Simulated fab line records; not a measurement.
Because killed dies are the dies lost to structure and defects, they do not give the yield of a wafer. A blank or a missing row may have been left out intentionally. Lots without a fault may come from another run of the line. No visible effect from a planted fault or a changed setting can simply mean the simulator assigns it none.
A struck lot beside a sound one	flow n5-finfet	18 out of 1938 route steps
Sound: the wafers L350.1, L350.5, L350.6. Struck: wafer L357.4 (left out: L357.3, a lot-mate that was not struck); the cause follows at the end.
Each step with rows lists, per side, the tool, then ch with its chambers, then its first start. Under that, the readings that differ: sound wafers	struck wafers	difference of the means	sigmas: that difference in standard deviations of wafers without a fault.
alike: words and numbers the same on both sides, and readings whose means are apart by under 2 such deviations; not compared: readings that were withheld, readings missing a value for some wafer, numbers with overlapping values and no deviation given by the record, and bounds like >300 which may hide the same value.
The two part at a step that has a row with sigmas, a row that says differs or no value, or rows on one side only. Numbers that don't overlap but have no deviation are shown without sigmas and don't part them. A reading missing from all wafers of one side parts the sides only when that side holds two or more wafers.

N5_BEOL_M3_INSPECT_30: inspects for defects (brightfield).
  sound on defect-inspect-01, day 8 14:12; struck on defect-inspect-01, day 10 14:58
  alike: raw-defect-count
then, 2 steps without rows for these wafers: N5_BEOL_M3_DESCUM_33 (chemistry O2, time 7 s); N5_BEOL_M3_ETCH_77 (etches underlayer in N2/H2, target depth 6.5 nm, time 5.2 s).
N5_BEOL_M3_ETCH_69: etches SiARC in CF4, target depth 15.6 nm, time 26 s.
  sound on rie-diel-02 ch 1,2,3, day 8 14:17; struck on rie-diel-06 ch 3, day 10 15:02
  alike: bias-w, drypump-motor-current-A, etch-rf-on-time-s, oes-product-au, rf-vpp-V, showerhead-plenum-p-Torr, throttle-valve-pct
  not compared: rf-hours-counter-h
N5_BEOL_M3_ALD_98: deposits SiO2, target thk 2.5 nm, pulse time 1 s, co reactant pulse time 1 s.
  sound on ald-sin-03 ch 0,1,3, day 8 14:22; struck on ald-sin-04 ch 3, day 10 15:08
  alike: chamber-pressure-Torr, heater-power-w, precursor-pulse-height-rel
then, 4 steps without rows for these wafers: N5_BEOL_M3_ETCHBACK_99 (etches SiO2 in CHF3, target depth 5 nm, time 10.4 s); N5_BEOL_M3_ETCH_70 (etches SOC in N2/H2, target depth 80 nm, overetch 16 nm, time 120 s); N5_BEOL_M3_STRIP_71 (strips in N2/H2); N5_BEOL_M3_STRIP_78 (strips in N2/H2).
N5_BEOL_M3_VIA_ETCH_34: etches the open film in C4F6/O2, target depth 69.4 nm, time 65.9 s.
  sound on rie-diel-06 ch 0,2,3, day 8 15:49; struck on rie-diel-06 ch 2, day 10 15:23
  alike: bias-w, drypump-motor-current-A, oes-product-au, rf-vpp-V, showerhead-plenum-p-Torr, throttle-valve-pct
  not compared: rf-hours-counter-h
then, 1 step without rows for these wafers: N5_BEOL_M3_STRIP_83 (strips in C4F6/O2).
N5_BEOL_M3_STRIP_36: strips in N2/H2.
  sound on rie-diel-06 ch 0,2,3, day 8 15:53; struck on rie-diel-06 ch 2, day 10 15:27
reading	sound	struck	difference	sigmas
rf-vpp-V (V)	58.3 57.2 58.6	61.9	+3.9	+3
  alike: bias-power-w, drypump-motor-current-A, oes-product-au, showerhead-plenum-p-Torr, throttle-valve-pct
  not compared: rf-hours-counter-h
N5_BEOL_M3_TRENCH_ETCH_37: etches SiOC in C4F6/O2, target depth 55.555 nm, time 29.2 s.
  sound on rie-diel-06 ch 0,2,3, day 8 15:55; struck on rie-diel-06 ch 2, day 10 15:29
reading	sound	struck	difference	sigmas
oes-product-au (a.u.)	0.83 0.72 0.75	1.02	+0.25	+4
model.BEOL_M3.feature-depth-nm (nm)	54.4 54.2 54.8	76.6	+22.1	
model.etch.depth-nm (nm)	54.4 54.26 54.78	76.66	+22.18	
model.TiN_of_BEOL_M3_HM_DEP_02.thk-nm (nm)	18.2 18.2 17.8	16.6	-1.5	
  alike: bias-w, drypump-motor-current-A, rf-vpp-V, showerhead-plenum-p-Torr, throttle-valve-pct
  not compared: rf-hours-counter-h
then, 1 step without rows for these wafers: N5_BEOL_M3_ETCH_41 (etches SiCN in CH3F/O2, target depth 29.9 nm, time 52.5 s).
N5_BEOL_M3_STRIP_97: strips in N2/H2, time 10 s.
  sound on rie-diel-06 ch 0,2,3; struck on rie-diel-06 ch 2
  alike: bias-power-w, drypump-motor-current-A, oes-product-au, rf-vpp-V, showerhead-plenum-p-Torr, throttle-valve-pct
  not compared: rf-hours-counter-h
N5_BEOL_M3_OCD_MEAS_38:
  sound on ocd-02, day 8 16:04; struck on ocd-01, day 10 15:38
reading	sound	struck	difference	sigmas
trench-depth-nm (nm)	54.5 54.0 54.4	76.3	+22.0	+26
then, 1 step without rows for these wafers: N5_BEOL_M3_HM_STRIP_39 (strips TiN in peroxide tin strip, target depth 25 nm, time 158 s).
N5_BEOL_M4_RC_MEAS_101:
  sound on prober-02 ch 0, day 9 06:16; struck on prober-02 ch 0, day 11 06:25
reading	sound	struck	difference	sigmas
SS_N (mV/dec)	71.9 71.3 71.3	73.0	+1.5	+2
  alike: DIBL_N, DIBL_P, IOFF_N, IOFF_P, ION_N, ION_P, SS_P, VT_N, VT_P

## WHERE THEY PART
Earliest at N5_BEOL_M3_STRIP_36; latest, in this record, at N5_BEOL_M4_RC_MEAS_101.

WHY: what the simulator had put in
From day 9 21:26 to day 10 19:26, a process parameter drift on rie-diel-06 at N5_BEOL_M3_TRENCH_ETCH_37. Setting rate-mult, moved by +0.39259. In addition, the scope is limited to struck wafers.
